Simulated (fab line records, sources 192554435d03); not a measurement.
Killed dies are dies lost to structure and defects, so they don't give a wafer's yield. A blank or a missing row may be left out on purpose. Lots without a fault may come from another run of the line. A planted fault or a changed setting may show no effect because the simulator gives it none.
Which tool did it? | flow n5_finfet | 14 lots, 42 wafers sampled, at 3 steps of a route of 1938

WHAT THE GAUGES READ, wafer by wafer
N5_PASSIVATION_OVL_MEAS_63.
lot  | measured     | on         | PAD_OVL (nm)
L119 | day 12 18:31 | overlay-02 | 1 7 5
L120 | day 13 00:42 | overlay-02 | -11 -2 -5
L121 | day 13 16:45 | overlay-02 | -2 1 -7
L123 | day 13 16:05 | overlay-02 | 6 7 0
L124 | day 13 22:31 | overlay-02 | -7 -5 0
L125 | day 14 03:58 | overlay-02 | -6 -7 -12
L126 | day 15 02:24 | overlay-02 | -4 0 -3
L127 | day 15 02:01 | overlay-01 | 2 4 5
L128 | day 14 17:56 | overlay-02 | -9 -10 -3
L130 | day 15 06:26 | overlay-01 | -6 2 -2
L131 | day 16 09:51 | overlay-02 | -2 1 -3
L133 | day 16 04:35 | overlay-02 | 3 7 4
L139 | day 18 02:07 | overlay-02 | 3 1 4
L140 | day 18 06:55 | overlay-02 | -1 -4 1

WHICH TOOL RAN EACH LOT (tool, then ch and the chambers of the sampled wafers, then the start)
lot  | N5_SDB_PRECLEAN_38                 | N5_PASSIVATION_SPUTTER_20
L119 | wet_bench-06 ch 2,3,6, day 4 05:42 | pvd_sputter-02, day 12 17:55
L120 | wet_bench-04 ch 3,4,6, day 4 15:13 | pvd_sputter-01, day 13 00:06
L121 | wet_bench-03 ch 0,4,7, day 4 18:09 | pvd_sputter-01, day 13 15:54
L123 | wet_bench-04 ch 0,2,3, day 5 09:22 | pvd_sputter-01, day 13 15:29
L124 | wet_bench-03 ch 1,2,3, day 5 16:56 | pvd_sputter-03, day 13 21:47
L125 | wet_bench-04 ch 0,1,5, day 5 18:54 | pvd_sputter-03, day 14 03:14
L126 | wet_bench-03 ch 1,5,7, day 6 02:49 | pvd_sputter-02, day 15 01:47
L127 | wet_bench-03 ch 2,3,4, day 6 06:12 | pvd_sputter-03, day 15 01:17
L128 | wet_bench-06 ch 1,2,7, day 6 14:06 | pvd_sputter-02, day 14 17:20
L130 | wet_bench-03 ch 1,4,7, day 7 05:19 | pvd_sputter-01, day 15 05:43
L131 | wet_bench-03 ch 2,3,7, day 7 06:50 | pvd_sputter-02, day 16 09:08
L133 | wet_bench-03 ch 0,6,7, day 8 00:08 | pvd_sputter-03, day 16 03:59
L139 | wet_bench-06 ch 3,5,7, day 9 08:20 | pvd_sputter-02, day 18 01:31
L140 | wet_bench-04 ch 0,6,7, day 9 12:20 | pvd_sputter-02, day 18 06:19
- N5_SDB_PRECLEAN_38: cleans in dHF, time 10 s.
- N5_PASSIVATION_SPUTTER_20: material TaN, target thk 50 nm.

WHAT THE TOOLS THEMSELVES READ (means of the sampled wafers that have a number; where no wafer has one, the mark that the record gives instead)
N5_PASSIVATION_SPUTTER_20.
lot  | tool           | throttle_valve_pct (%)
L119 | pvd_sputter-02 | 30.6
L120 | pvd_sputter-01 | 29.6
L121 | pvd_sputter-01 | 30.1
L123 | pvd_sputter-01 | 30.3
L124 | pvd_sputter-03 | 30.1
L125 | pvd_sputter-03 | 30.3
L126 | pvd_sputter-02 | 30.6
L127 | pvd_sputter-03 | 30.0
L128 | pvd_sputter-02 | 30.8
L130 | pvd_sputter-01 | 30.2
L131 | pvd_sputter-02 | 30.6
L133 | pvd_sputter-03 | 30.4
L139 | pvd_sputter-02 | 30.8
L140 | pvd_sputter-02 | 30.7

THE ANSWER, worked out from the rows above alone
Rule: what is usual is taken from the lots themselves. Put in order of their means at a reading, lots are off if they are a third of the lots or fewer, leave a main group of 4 or more, and stand apart from it by a gap of 3 or more times the standard deviation of the main group's means; of several such gaps the widest counts. A main group whose means are all the same, to the digits that the tables above print for the reading, isn't used. A lot without any number at a reading at which 4 lots or more have one is off too. The other lots that the step has rows for count as sound. The gauges are gone through in route order, then the tools' own readings, and for those a lot's mean is taken as printed above. The first step at which some lot is off is used, and at that step the reading that is off furthest; a lot without a number counts as furthest.
No lot is off at any reading shown: from this, nothing can be told.

WHAT THE SIMULATOR HAD PUT IN
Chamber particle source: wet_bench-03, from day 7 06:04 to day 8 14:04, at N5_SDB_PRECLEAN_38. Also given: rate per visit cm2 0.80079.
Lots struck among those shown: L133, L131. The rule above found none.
